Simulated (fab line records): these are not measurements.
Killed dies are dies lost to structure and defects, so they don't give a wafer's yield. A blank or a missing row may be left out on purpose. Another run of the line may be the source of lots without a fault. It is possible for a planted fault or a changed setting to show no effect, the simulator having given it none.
fab line records | flow n5-finfet
[record] lots = 10 wafers = 30 last-day = 17
route steps=1938 shown BEOL_M4@1084 PASSIVATION@1936
lots that met no fault: from a run of the same line without faults
start-h: the number of hours between the record's first day and the start of the first shown wafer of the lot | wait-h: hours from the lot's prior step to this one | " unchanged from the row above | L1.1+2: a row that stands for several wafers | - no value, or no start was given | * or withheld: withheld | < > ~ a bound
route shown NAME@n: names a module that has steps shown in the file, with the first one's number in the route | usual: the fault-free wafers' mean and standard deviation | same: alike in all rows | chamber/n: place in a boat | sites: per-site readings | _std_site: the values' standard deviation | _edge_site: mean of outer sites minus mean of inner sites | radius-mm: for every site, how far away it sits from the centre of the wafer | mask NAME#n: copy n | behind: the most recent tool/chamber to have shaped the wafer | hold: why the lot was held/for how many hours/how that ended | device: whichever transistor did not switch (one of n, p or np) | end of line: tests of these same wafers at the route's end | where a step has no rows: the recipe by itself | killed: dies that structure and defects cost at the first sort, which is not the same as the wafer's yield | map: a wafer's dies, x killed, . not, _ none there
set.NAME: the setting as run; set.NAME@STEP: as run at that earlier step | model.NAME: the simulator's own value behind a step, which no gauge read
route steps across a sampled set of lots; one table per step, one row per wafer
[[steps]]
[step N5_BEOL_M4_SPUTTER_48]
[recipe] material = Cu target-thk-a = 45 temp-c = -20 chamber-pressure-pa = 0.07 power-w = withheld time-s = 8.29
[usual] chuck-gas-flow-sccm = 1.27/0.057 substrate-temp-c = -20.00/0.099 susceptor-temp-C = -19.99/0.11 throttle-valve-pct = 30.2/1.3
// columns lot.wafer tool chamber start-h wait-h chuck-gas-flow-sccm substrate-temp-c susceptor-temp-C throttle-valve-pct
L712.2 pvd-sputter-01 - 155.76 0.1 1.30 -20.09 -19.93 29.1
L712.3 " - " " 1.22 -20.02 -19.95 29.8
L712.4 " - " " 1.31 -20.08 -20.13 31.4
L714.1 pvd-sputter-03 - 170.32 0.1 1.24 -19.88 -20.06 28.5
L714.3 " - " " 1.34 -19.96 -19.93 30.2
L714.4 " - " " 1.26 -20.08 -19.74 30.6
L718.1 pvd-sputter-03 - 193.46 0.2 1.32 -20.04 -19.89 29.5
L718.2 " - " " 1.32 -20.05 -19.96 30.3
L718.4 " - " " 1.34 -19.84 -19.75 32.3
L721.1 pvd-sputter-03 - 230.51 0.3 1.32 -20.02 -20.20 28.1
L721.2 " - " " 1.29 -20.06 -20.03 32.3
L721.4 " - " " 1.22 -19.97 -20.27 30.0
L722.1 pvd-sputter-03 - 234.75 1.5 1.26 -20.08 -19.93 28.3
L722.3 " - " " 1.29 -19.86 -19.92 29.7
L722.6 " - " " 1.23 -19.98 -19.85 28.4
L723.2 pvd-sputter-03 - 237.27 0.1 1.28 -20.05 -19.91 28.2
L723.3 " - " " 1.29 -19.93 -19.88 30.2
L723.6 " - " " 1.30 -20.01 -19.96 32.5
L730.1 pvd-sputter-03 - 278.25 1.5 1.25 -19.93 -19.90 30.3
L730.2 " - " " 1.29 -19.99 -20.05 28.3
L730.5 " - " " 1.25 -20.04 -19.94 29.7
L732.2 pvd-sputter-03 - 281.09 0.1 1.25 -20.07 -19.97 28.7
L732.5 " - " " 1.26 -20.14 -20.03 30.0
L732.6 " - " " 1.30 -20.25 -19.77 28.5
L733.1 pvd-sputter-03 - 299.07 0.1 1.27 -19.91 -19.83 30.1
L733.3 " - " " 1.32 -20.20 -20.08 29.7
L733.4 " - " " 1.24 -19.89 -20.05 28.3
L734.1 pvd-sputter-02 - 300.49 1.2 1.30 -20.24 -20.02 31.5
L734.2 " - " " 1.21 -20.14 -19.84 28.0
L734.3 " - " " 1.27 -19.83 -20.15 31.0
[step N5_BEOL_M4_ANNEAL_91]
[recipe] temp-c = 400 time-s = 240 ambient = vacuum
[usual] heater-power-w = 859/88 susceptor-temp-C = 399.94/0.22
// columns lot.wafer tool chamber start-h wait-h heater-power-w susceptor-temp-C
L712.2 pvd-sputter-01 - 156.94 0.0 734 399.95
L712.3 " - " " 911 399.63
L712.4 " - " " 843 400.09
L714.1 pvd-sputter-03 - 171.50 0.0 944 400.03
L714.3 " - " " 788 400.07
L714.4 " - " " 815 400.29
L718.1 pvd-sputter-03 - 194.64 0.0 867 399.87
L718.2 " - " " 807 400.50
L718.4 " - " " 1001 400.15
L721.1 pvd-sputter-03 - 231.69 0.0 - -
L721.2 " - " " - -
L721.4 " - " " - -
L722.1 pvd-sputter-03 - 235.93 0.0 - -
L722.3 " - " " - -
L722.6 " - " " - -
L723.2 pvd-sputter-03 - 238.45 0.0 - -
L723.3 " - " " - -
L723.6 " - " " - -
L730.1 pvd-sputter-03 - 279.43 0.0 824 399.79
L730.2 " - " " 953 399.45
L730.5 " - " " 859 399.99
L732.2 pvd-sputter-03 - 282.27 0.0 979 400.05
L732.5 " - " " 794 399.87
L732.6 " - " " 960 399.94
L733.1 pvd-sputter-03 - 300.25 0.0 820 400.19
L733.3 " - " " 886 400.34
L733.4 " - " " 973 399.62
L734.1 pvd-sputter-02 - 301.67 0.0 783 399.89
L734.2 " - " " 833 399.91
L734.3 " - " " 770 399.90
[step N5_BEOL_M4_SPUTTER_92]
[recipe] material = Cu target-thk-a = 45 temp-c = -20 chamber-pressure-pa = 0.07 power-w = withheld time-s = 8.29
[usual] chuck-gas-flow-sccm = 1.27/0.054 substrate-temp-c = -19.99/0.11 susceptor-temp-C = -19.98/0.11 throttle-valve-pct = 30.1/1.3
// columns lot.wafer tool chamber start-h wait-h chuck-gas-flow-sccm substrate-temp-c susceptor-temp-C throttle-valve-pct
L712.2 pvd-sputter-01 - 157.08 0.1 1.24 -19.83 -19.96 28.9
L712.3 " - " " 1.29 -20.15 -19.90 29.9
L712.4 " - " " 1.19 -20.01 -19.98 31.4
L714.1 pvd-sputter-03 - 171.64 0.1 1.25 -20.13 -20.00 28.4
L714.3 " - " " 1.28 -19.87 -19.87 30.2
L714.4 " - " " 1.22 -20.05 -19.90 30.4
L718.1 pvd-sputter-03 - 194.78 0.1 1.23 -20.07 -20.02 29.5
L718.2 " - " " 1.25 -20.01 -20.03 30.2
L718.4 " - " " 1.34 -19.91 -19.91 32.4
L721.1 pvd-sputter-03 - 231.83 0.1 1.17 -20.00 -19.81 28.2
L721.2 " - " " 1.27 -20.19 -20.01 32.1
L721.4 " - " " 1.18 -20.09 -20.05 30.2
L722.1 pvd-sputter-03 - 236.07 0.1 1.26 -19.97 -19.80 28.2
L722.3 " - " " 1.24 -19.99 -20.05 29.7
L722.6 " - " " 1.27 -20.07 -19.73 28.0
L723.2 pvd-sputter-03 - 238.59 0.1 1.30 -19.86 -19.87 28.3
L723.3 " - " " 1.35 -19.98 -20.16 30.4
L723.6 " - " " 1.33 -20.01 -19.85 32.6
L730.1 pvd-sputter-03 - 279.57 0.1 1.30 -20.13 -19.97 30.4
L730.2 " - " " 1.20 -19.96 -20.04 28.3
L730.5 " - " " 1.20 -20.08 -20.14 29.7
L732.2 pvd-sputter-03 - 282.41 0.1 1.31 -20.00 -19.72 28.3
L732.5 " - " " 1.21 -19.83 -20.12 30.1
L732.6 " - " " 1.26 -19.78 -19.93 28.3
L733.1 pvd-sputter-03 - 300.39 0.1 1.34 -19.97 -20.12 30.4
L733.3 " - " " 1.20 -19.75 -19.93 29.8
L733.4 " - " " 1.24 -19.95 -19.93 28.5
L734.1 pvd-sputter-02 - 301.81 0.1 1.29 -20.03 -20.03 31.5
L734.2 " - " " 1.19 -19.97 -19.99 27.7
L734.3 " - " " 1.25 -20.07 -20.11 31.0
[step N5_BEOL_M4_SPUTTER_96]
[recipe] material = Cu target-thk-a = 45 temp-c = -20 chamber-pressure-pa = 0.07 power-w = withheld time-s = 8.29
[usual] chuck-gas-flow-sccm = 1.28/0.06 substrate-temp-c = -20.00/0.094 susceptor-temp-C = -19.98/0.11 throttle-valve-pct = 30.2/1.3
// columns lot.wafer tool chamber start-h wait-h chuck-gas-flow-sccm substrate-temp-c susceptor-temp-C throttle-valve-pct
L712.2 pvd-sputter-01 - 157.52 0.1 1.22 -20.15 -19.93 29.3
L712.3 " - " " 1.36 -20.07 -20.06 30.0
L712.4 " - " " 1.30 -20.15 -20.01 31.6
L714.1 pvd-sputter-03 - 172.08 0.1 1.24 -19.85 -19.97 28.5
L714.3 " - " " 1.21 -20.00 -19.97 30.5
L714.4 " - " " 1.31 -19.99 -20.09 30.4
L718.1 pvd-sputter-03 - 195.22 0.1 1.23 -20.09 -19.94 29.9
L718.2 " - " " 1.36 -19.96 -19.95 30.5
L718.4 " - " " 1.33 -19.98 -19.89 32.4
L721.1 pvd-sputter-03 - 232.27 0.1 1.36 -20.15 -20.10 28.4
L721.2 " - " " 1.32 -20.02 -20.01 32.4
L721.4 " - " " 1.30 -20.05 -19.75 30.1
L722.1 pvd-sputter-03 - 236.51 0.1 1.24 -19.93 -20.11 28.5
L722.3 " - " " 1.21 -20.14 -19.96 29.8
L722.6 " - " " 1.21 -20.07 -20.00 28.2
L723.2 pvd-sputter-03 - 239.03 0.1 1.23 -19.86 -19.90 28.1
L723.3 " - " " 1.29 -19.97 -20.11 30.4
L723.6 " - " " 1.46 -20.06 -20.13 32.2
L730.1 pvd-sputter-03 - 280.01 0.1 1.19 -20.03 -19.99 30.4
L730.2 " - " " 1.30 -19.85 -20.14 28.4
L730.5 " - " " 1.17 -20.08 -20.01 29.8
L732.2 pvd-sputter-03 - 282.85 0.1 1.17 -20.06 -20.12 28.2
L732.5 " - " " 1.24 -20.08 -19.89 30.6
L732.6 " - " " 1.32 -19.93 -20.14 28.2
L733.1 pvd-sputter-03 - 300.83 0.1 1.29 -19.92 -20.03 30.1
L733.3 " - " " 1.30 -19.99 -20.11 29.5
L733.4 " - " " 1.28 -20.09 -20.06 28.5
L734.1 pvd-sputter-02 - 302.25 0.1 1.24 -19.91 -20.02 31.6
L734.2 " - " " 1.31 -19.94 -20.11 27.9
L734.3 " - " " 1.19 -20.08 -20.19 31.0
[step N5_BEOL_M4_RC_MEAS_101]
[usual] DIBL_N = 36.2/1.7 DIBL_P = 36.2/2.2 IOFF_N = 0.16/0.035 IOFF_P = 0.21/0.042 ION_N = 673/13 ION_P = 462/7.9 SS_N = 71.4/0.59 SS_P = 73.2/0.7 VT_N = 250/3.6 VT_P = -251/3.5
// columns lot.wafer tool chamber start-h wait-h DIBL_N[mV/V] DIBL_P[mV/V] IOFF_N[nA/um] IOFF_P[nA/um] ION_N[uA/um] ION_P[uA/um] SS_N[mV/dec] SS_P[mV/dec] VT_N[mV] VT_P[mV]
L712.2 prober-01 0 158.81 0.2 39.5 39.9 0.20 0.24 672 458 72.9 74.6 248 -248
L712.3 " 0 " " 37.5 36.7 0.17 0.20 681 461 71.9 74.5 253 -251
L712.4 " 0 " " 34.2 33.5 0.11 0.15 642 443 71.0 72.4 256 -256
L714.1 prober-01 0 173.48 0.0 33.7 35.2 0.14 0.21 667 469 70.5 72.9 252 -250
L714.3 " 0 " " 35.4 37.1 0.16 0.23 674 473 71.1 73.2 250 -248
L714.4 " 0 " " 35.9 37.6 0.18 0.23 682 473 71.9 74.0 248 -250
L718.1 prober-01 0 196.32 0.0 35.6 38.0 0.17 0.21 681 456 71.0 72.9 252 -250
L718.2 " 0 " " 34.7 36.0 0.14 0.18 662 454 71.7 73.0 250 -253
L718.4 " 0 " " 38.1 39.9 0.20 0.23 681 458 71.8 74.0 249 -251
L721.1 prober-01 0 233.47 0.0 38.1 38.7 0.19 0.24 695 468 72.1 73.9 248 -246
L721.2 " 0 " " 37.1 37.4 0.17 0.22 678 464 72.0 73.7 250 -250
L721.4 " 0 " " 38.6 39.1 0.19 0.25 681 466 72.6 74.6 245 -246
L722.1 prober-01 0 237.61 0.0 36.3 36.0 0.15 0.20 673 459 71.0 73.7 253 -253
L722.3 " 0 " " 38.6 38.3 0.20 0.24 670 456 71.4 74.2 248 -251
L722.6 " 0 " " 37.6 36.5 0.17 0.21 671 462 72.3 73.1 248 -250
L723.2 prober-01 0 240.28 0.2 33.6 32.4 0.11 0.16 655 450 70.5 71.7 251 -253
L723.3 " 0 " " 35.7 35.6 0.14 0.21 661 459 70.5 73.2 249 -251
L723.6 " 0 " " 33.9 32.6 0.11 0.17 666 455 70.8 73.0 255 -253
L730.1 prober-02 0 281.11 0.0 32.5 32.9 0.10 0.15 654 455 71.2 72.3 256 -254
L730.2 " 0 " " 32.4 31.6 0.10 0.14 648 446 70.5 72.4 256 -255
L730.5 " 0 " " 32.2 30.7 0.09 0.13 648 446 70.4 72.3 258 -258
L732.2 prober-02 0 284.14 0.2 36.3 37.8 0.16 0.21 675 458 70.9 73.4 251 -251
L732.5 " 0 " " 35.5 35.8 0.14 0.19 671 461 70.7 73.3 252 -251
L732.6 " 0 " " 34.4 34.4 0.12 0.16 667 454 71.0 73.1 253 -254
L733.1 prober-01 0 302.20 0.0 37.8 37.2 0.16 0.25 669 459 71.8 73.6 247 -247
L733.3 " 0 " " 36.2 34.0 0.12 0.19 673 462 71.5 72.6 255 -251
L733.4 " 0 " " 37.1 34.9 0.15 0.21 675 470 70.9 72.3 249 -249
L734.1 prober-02 0 303.62 0.0 37.0 36.1 0.16 0.21 668 459 71.3 72.9 251 -250
L734.2 " 0 " " 34.4 33.8 0.12 0.17 666 457 71.0 71.9 255 -253
L734.3 " 0 " " 37.7 37.8 0.18 0.24 678 459 71.8 73.3 247 -249
[step N5_PASSIVATION_PROBE_49]
[usual] defect-limited-yield = 91.4/1.4 killed_at_M0_to_M3 = 31/10 killed_at_M4_up = 14/5.6 killed-at-contacts = 13/6.3 killed-at-front-end = 39/10 killed-at-other = 4/3.1 killed-dies = 101/16 killed-open = 65/13 killed-short = 34/7.2 sort_bin_5_function = 5.1/0.88 sort_bin_6_memory = 3.2/0.66 sort_bin_8_speed = 0.00/0.007 sort-n-pass = 1079/16 sort-yield-pct = 91.4/1.4
[same] gross-dies = 1180 killed-at-back-side = 0 sort_bin_4_leakage[%] = 0
// columns lot.wafer tool chamber start-h wait-h defect-limited-yield[%] killed_at_M0_to_M3 killed_at_M4_up killed-at-contacts killed-at-front-end killed-at-other killed-dies killed-open killed-short sort_bin_5_function[%] sort_bin_6_memory[%] sort_bin_8_speed[%] sort-n-pass sort-yield-pct[%]
L712.2 prober-01 - 274.71 0.1 88.6 45 10 18 58 3 134 97 34 6.7 4.2 0 1046 88.6
L712.3 prober-01 - 274.76 0.1 90.1 32 15 11 57 2 117 75 40 6.1 3.4 0 1063 90.1
L712.4 prober-01 - 274.81 0.2 91.8 30 12 15 38 2 97 65 32 4.4 3.6 0 1083 91.8
L714.1 prober-02 - 279.56 0.0 89.7 32 10 19 55 5 121 74 45 5.7 4.2 0 1059 89.7
L714.3 prober-02 - 279.66 0.1 91.7 35 21 19 21 2 98 69 27 4.9 3.2 0 1082 91.7
L714.4 prober-02 - 279.71 0.2 90.9 34 9 19 39 6 107 74 33 5.8 3.0 0 1073 90.9
L718.1 prober-01 - 294.80 0.0 93.8 23 6 10 32 2 73 44 27 3.6 2.5 0 1107 93.8
L718.2 prober-01 - 294.85 0.1 91.5 37 13 14 34 2 100 74 26 5.3 3.0 0 1080 91.5
L718.4 prober-01 - 294.95 0.2 93.1 31 9 4 34 3 81 51 29 3.6 2.9 0 1099 93.1
L721.1 prober-02 - 332.68 0.1 90.6 58 4 8 38 3 111 66 44 5.3 3.7 0 1069 90.6
L721.2 prober-02 - 332.73 0.1 92.7 34 9 5 37 1 86 50 34 4.1 2.9 0 1094 92.7
L721.4 prober-02 - 332.83 0.2 93.1 33 10 12 24 2 81 46 34 4.2 2.5 0 1099 93.1
L723.2 prober-01 - 340.85 0.1 93.1 22 13 11 33 3 82 45 35 3.8 2.9 0 1098 93.1
L723.3 prober-01 - 340.90 0.1 89.0 38 33 2 54 3 130 90 39 6.9 3.5 0 1050 89.0
L723.6 prober-01 - 341.05 0.3 87.8 52 17 17 57 1 144 99 44 7.3 4.2 0 1036 87.8
L722.1 prober-01 - 344.96 0.0 92.5 33 14 16 24 2 89 61 28 3.9 3.2 0 1091 92.5
L722.3 prober-01 - 345.06 0.1 93.0 21 17 8 36 1 83 65 18 4.3 2.6 0 1097 93.0
L722.6 prober-01 - 345.21 0.3 92.8 28 20 11 26 0 85 57 28 4.7 2.3 0 1095 92.8
L732.2 prober-01 - 391.34 0.1 92.2 33 13 7 36 3 92 52 38 4.7 2.8 0 1088 92.2
L732.5 prober-01 - 391.49 0.2 91.8 40 17 8 30 2 97 58 37 4.7 3.0 0 1083 91.8
L732.6 prober-01 - 391.54 0.3 92.4 36 7 5 41 1 90 56 32 4.9 2.3 0 1090 92.4
L730.1 prober-02 - 391.78 0.0 91.9 37 17 2 36 4 96 66 27 5.3 2.5 0 1084 91.9
L730.2 prober-02 - 391.83 0.1 91.7 22 9 8 55 4 98 61 37 5.2 3.0 0 1082 91.7
L730.5 prober-02 - 391.98 0.2 94.5 29 8 8 19 1 65 41 23 3.0 2.3 0.08 1114 94.4
L733.1 prober-02 - 405.17 0.0 92.3 29 13 19 29 1 91 47 42 4.7 2.9 0 1089 92.3
L733.3 prober-02 - 405.27 0.1 92.3 28 12 10 36 5 91 56 30 4.2 2.6 0 1089 92.3
L733.4 prober-02 - 405.32 0.2 91.0 31 20 8 41 6 106 64 39 5.8 2.7 0 1074 91.0
L734.1 prober-01 - 412.57 0.0 93.1 10 11 11 46 4 82 54 25 4.1 2.6 0 1098 93.1
L734.2 prober-01 - 412.62 0.1 91.8 18 13 24 35 7 97 68 27 5.2 2.9 0 1083 91.8
L734.3 prober-01 - 412.67 0.1 89.2 21 23 21 54 8 127 89 37 5.8 4.8 0 1053 89.2
// killed by level:class
L712.2 STI_FIN_REVEAL:geometric-particle:open=16 MOL_CONTACT_COAG:geometric-particle:open=15 FIN_SAQP:geometric-particle:open=14 BEOL_M0_SAQP:geometric-particle:open=10 BEOL_M3:geometric-particle:open=10 BEOL_M0_SAQP:geometric-particle:short=9 FIN_SAQP:geometric-particle:short=8 BEOL_M1:geometric-particle:open=4
L712.3 FIN_SAQP:geometric-particle:open=11 STI_FIN_REVEAL:geometric-particle:open=10 MOL_CONTACT_COAG:geometric-particle:open=10 FIN_SAQP:geometric-particle:short=9 BEOL_M0_SAQP:geometric-particle:open=7 ILD0:geometric-particle:short=6 BEOL_M0_SAQP:geometric-particle:short=6 BEOL_M2:geometric-particle:open=6
L712.4 MOL_CONTACT_COAG:geometric-particle:open=10 FIN_SAQP:geometric-particle:open=9 STI_FIN_REVEAL:geometric-particle:open=7 BEOL_M3:geometric-particle:open=6 BEOL_M1:geometric-particle:open=6 FIN_SAQP:geometric-particle:short=5 BEOL_M0_SAQP:geometric-particle:open=5 MOL_CONTACT_COAG:geometric-particle:short=5
L714.1 STI_FIN_REVEAL:geometric-particle:open=14 MOL_CONTACT_COAG:geometric-particle:open=11 BEOL_M0_SAQP:geometric-particle:short=9 FIN_SAQP:geometric-particle:open=8 BEOL_M0_SAQP:geometric-particle:open=8 MOL_CONTACT_COAG:geometric-particle:short=7 FIN_SAQP:geometric-particle:short=6 STI_FIN_REVEAL:geometric-particle:short=5
L714.3 MOL_CONTACT_COAG:geometric-particle:open=15 BEOL_M4:geometric-particle:open=15 BEOL_M0_SAQP:geometric-particle:short=7 BEOL_M0_SAQP:geometric-particle:open=7 BEOL_M2:geometric-particle:open=6 FIN_SAQP:geometric-particle:open=5 FIN_SAQP:geometric-particle:short=5 BEOL_M3:geometric-particle:open=5
L714.4 MOL_CONTACT_COAG:geometric-particle:open=16 BEOL_M2:geometric-particle:open=13 FIN_SAQP:geometric-particle:open=10 FIN_SAQP:geometric-particle:short=9 BEOL_M0_SAQP:geometric-particle:short=9 STI_FIN_REVEAL:geometric-particle:open=6 DUMMY_GATE:geometric-particle:open=3 GATE_CUT:geometric-particle:open=3
L718.1 FIN_SAQP:geometric-particle:open=8 MOL_CONTACT_COAG:geometric-particle:open=7 FIN_SAQP:geometric-particle:short=6 BEOL_M0_SAQP:geometric-particle:open=6 GATE_CUT:geometric-particle:short=4 BEOL_M1:geometric-particle:short=4 MOL_CONTACT_COAG:geometric-particle:short=3 BEOL_M2:geometric-particle:open=3
L718.2 BEOL_M3:geometric-particle:open=16 MOL_CONTACT_COAG:geometric-particle:open=13 FIN_SAQP:geometric-particle:short=7 BEOL_M0_SAQP:geometric-particle:short=6 STI_FIN_REVEAL:geometric-particle:open=5 BEOL_M2:geometric-particle:open=5 DUMMY_GATE:geometric-particle:open=4 BEOL_M0_SAQP:geometric-particle:open=4
L718.4 BEOL_M0_SAQP:geometric-particle:open=13 FIN_SAQP:geometric-particle:short=10 BEOL_M0_SAQP:geometric-particle:short=7 FIN_SAQP:geometric-particle:open=6 BEOL_M1:geometric-particle:open=5 BEOL_M8:geometric-particle:open=4 MOL_CONTACT_COAG:geometric-particle:open=3 BEOL_M7:geometric-particle:open=3
L721.1 BEOL_M0_SAQP:geometric-particle:short=26 BEOL_M0_SAQP:geometric-particle:open=22 FIN_SAQP:geometric-particle:short=7 FIN_SAQP:geometric-particle:open=7 MOL_CONTACT_COAG:geometric-particle:open=7 STI_FIN_REVEAL:geometric-particle:open=6 DUMMY_GATE:geometric-particle:open=6 DUMMY_GATE:geometric-particle:short=3
L721.2 BEOL_M0_SAQP:geometric-particle:short=13 BEOL_M0_SAQP:geometric-particle:open=10 FIN_SAQP:geometric-particle:open=8 DUMMY_GATE:geometric-particle:open=8 FIN_SAQP:geometric-particle:short=7 MOL_CONTACT_COAG:geometric-particle:open=5 BEOL_M3:geometric-particle:open=5 BEOL_M1:geometric-particle:open=4
L721.4 BEOL_M0_SAQP:geometric-particle:short=13 MOL_CONTACT_COAG:geometric-particle:open=9 BEOL_M2:geometric-particle:open=7 FIN_SAQP:geometric-particle:short=4 DUMMY_GATE:geometric-particle:open=4 BEOL_M0_SAQP:geometric-particle:open=4 GATE_CUT:geometric-particle:short=3 MOL_CONTACT_COAG:geometric-particle:short=3
L723.2 FIN_SAQP:geometric-particle:short=9 MOL_CONTACT_COAG:geometric-particle:open=8 BEOL_M1:geometric-particle:open=7 BEOL_M4:geometric-particle:open=7 STARTING-WAFER:geometric-particle:short=6 DUMMY_GATE:geometric-particle:open=5 FIN_SAQP:geometric-particle:open=4 BEOL_M0_SAQP:geometric-particle:short=4
L723.3 BEOL_M4:geometric-particle:open=21 FIN_SAQP:geometric-particle:open=13 BEOL_M1:geometric-particle:open=12 FIN_SAQP:geometric-particle:short=11 GATE_CUT:geometric-particle:open=8 GATE_CUT:geometric-particle:short=6 BEOL_M0:geometric-particle:open=6 BEOL_M3:geometric-particle:open=6
L723.6 FIN_SAQP:geometric-particle:open=15 BEOL_M1:geometric-particle:open=14 STI_FIN_REVEAL:geometric-particle:open=12 MOL_CONTACT_COAG:geometric-particle:open=11 BEOL_M2:geometric-particle:open=9 BEOL_M4:geometric-particle:open=9 BEOL_M3:geometric-particle:open=8 FIN_SAQP:geometric-particle:short=7
L722.1 MOL_CONTACT_COAG:geometric-particle:open=13 BEOL_M3:geometric-particle:open=7 FIN_SAQP:geometric-particle:open=6 BEOL_M4:geometric-particle:open=6 BEOL_M1:geometric-particle:open=6 BEOL_M2:geometric-particle:open=5 STI_FIN_REVEAL:geometric-particle:open=4 BEOL_M0_SAQP:geometric-particle:open=4
L722.3 STI_FIN_REVEAL:geometric-particle:open=14 MOL_CONTACT_COAG:geometric-particle:open=8 BEOL_M2:geometric-particle:open=7 BEOL_M4:geometric-particle:open=7 FIN_SAQP:geometric-particle:open=5 BEOL_M0_SAQP:geometric-particle:open=4 STARTING-WAFER:geometric-particle:open=4 FIN_SAQP:geometric-particle:short=3
L722.6 BEOL_M4:geometric-particle:open=11 MOL_CONTACT_COAG:geometric-particle:open=8 BEOL_M0_SAQP:geometric-particle:short=8 STI_FIN_REVEAL:geometric-particle:open=7 DUMMY_GATE:geometric-particle:open=4 BEOL_M0_SAQP:geometric-particle:open=4 BEOL_M1:geometric-particle:open=4 BEOL_M3:geometric-particle:open=4
L732.2 BEOL_M0_SAQP:geometric-particle:open=9 BEOL_M0_SAQP:geometric-particle:short=8 BEOL_M4:geometric-particle:open=6 FIN_SAQP:geometric-particle:short=5 STARTING-WAFER:geometric-particle:short=5 FIN_SAQP:geometric-particle:open=4 STI_FIN_REVEAL:geometric-particle:open=4 DUMMY_GATE:geometric-particle:open=4
L732.5 BEOL_M0_SAQP:geometric-particle:short=10 BEOL_M0_SAQP:geometric-particle:open=9 MOL_CONTACT_COAG:geometric-particle:open=8 FIN_SAQP:geometric-particle:short=7 BEOL_M2:geometric-particle:open=5 STI_FIN_REVEAL:geometric-particle:open=4 BEOL_M4:geometric-particle:open=4 BEOL_M3:geometric-particle:open=4
L732.6 BEOL_M0_SAQP:geometric-particle:open=12 FIN_SAQP:geometric-particle:short=11 FIN_SAQP:geometric-particle:open=9 STI_FIN_REVEAL:geometric-particle:open=7 BEOL_M1:geometric-particle:open=6 BEOL_M2:geometric-particle:open=5 BEOL_M2:geometric-particle:short=5 BEOL_M0_SAQP:geometric-particle:short=4
L730.1 BEOL_M4:geometric-particle:open=11 FIN_SAQP:geometric-particle:open=10 BEOL_M3:geometric-particle:open=9 BEOL_M0_SAQP:geometric-particle:short=7 BEOL_M0_SAQP:geometric-particle:open=7 FIN_SAQP:geometric-particle:short=6 STI_FIN_REVEAL:geometric-particle:open=6 BEOL_M1:geometric-particle:open=5
L730.2 FIN_SAQP:geometric-particle:open=18 FIN_SAQP:geometric-particle:short=12 STI_FIN_REVEAL:geometric-particle:open=7 MOL_CONTACT_COAG:geometric-particle:open=7 BEOL_M0_SAQP:geometric-particle:open=5 BEOL_M1:geometric-particle:open=5 BEOL_M2:geometric-particle:open=5 STARTING-WAFER:geometric-particle:short=4
L730.5 BEOL_M0_SAQP:geometric-particle:short=9 MOL_CONTACT_COAG:geometric-particle:open=8 BEOL_M2:geometric-particle:open=6 BEOL_M0_SAQP:geometric-particle:open=5 FIN_SAQP:geometric-particle:short=4 BEOL_M4:geometric-particle:short=4 BEOL_M3:geometric-particle:open=4 DUMMY_GATE:geometric-particle:short=3
L733.1 MOL_CONTACT_COAG:geometric-particle:open=13 BEOL_M0_SAQP:geometric-particle:short=9 GATE_CUT:geometric-particle:short=8 BEOL_M3:geometric-particle:open=7 MOL_CONTACT_COAG:geometric-particle:short=6 DUMMY_GATE:geometric-particle:open=5 FIN_SAQP:geometric-particle:open=4 BEOL_M6:geometric-particle:open=4
L733.3 FIN_SAQP:geometric-particle:short=12 BEOL_M0_SAQP:geometric-particle:open=10 MOL_CONTACT_COAG:geometric-particle:open=9 BEOL_M4:geometric-particle:open=6 BEOL_M1:geometric-particle:open=5 HKMG_FIN:area-etch=5 BEOL_M0_SAQP:geometric-particle:short=4 DUMMY_GATE:geometric-particle:open=3
L733.4 FIN_SAQP:geometric-particle:open=8 BEOL_M3:geometric-particle:open=8 FIN_SAQP:geometric-particle:short=7 GATE_CUT:geometric-particle:short=6 MOL_CONTACT_COAG:geometric-particle:open=6 BEOL_M2:geometric-particle:open=6 STARTING-WAFER:geometric-particle:open=6 BEOL_M3:geometric-particle:short=5
L734.1 FIN_SAQP:geometric-particle:open=12 MOL_CONTACT_COAG:geometric-particle:open=11 FIN_SAQP:geometric-particle:short=10 DUMMY_GATE:geometric-particle:open=8 BEOL_M1:geometric-particle:open=7 STI_FIN_REVEAL:geometric-particle:open=3 GATE_CUT:geometric-particle:short=3 BEOL_M8:geometric-particle:open=3
L734.2 MOL_CONTACT_COAG:geometric-particle:open=21 STI_FIN_REVEAL:geometric-particle:open=9 BEOL_M1:geometric-particle:open=7 FIN_SAQP:geometric-particle:short=6 FIN_SAQP:geometric-particle:open=5 GATE_CUT:geometric-particle:short=4 BEOL_M4:geometric-particle:short=4 DUMMY_GATE:geometric-particle:open=3
L734.3 STI_FIN_REVEAL:geometric-particle:open=20 MOL_CONTACT_COAG:geometric-particle:open=17 FIN_SAQP:geometric-particle:open=14 FIN_SAQP:geometric-particle:short=10 BEOL_M4:geometric-particle:open=7 BEOL_M1:geometric-particle:open=5 BEOL_M5:geometric-particle:open=5 BEOL_M4:geometric-particle:short=4
[[key]]
[first-sign] step = N5_BEOL_M4_ANNEAL_91 reading = tool-record direction = missing
effect none on later readings
met-at N5_BEOL_M4_ANNEAL_91
struck-lots L721,L722,L723
not-acting-at N5_BEOL_M4_SPUTTER_48,N5_BEOL_M4_SPUTTER_92,N5_BEOL_M4_SPUTTER_96
onset-between 194.64 231.69
[fault] kind = skipped-step-whole tool = pvd-sputter-03 chamber = - onset-h = 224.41 steps = N5_BEOL_M4_ANNEAL_91 scope = struck-lots-only
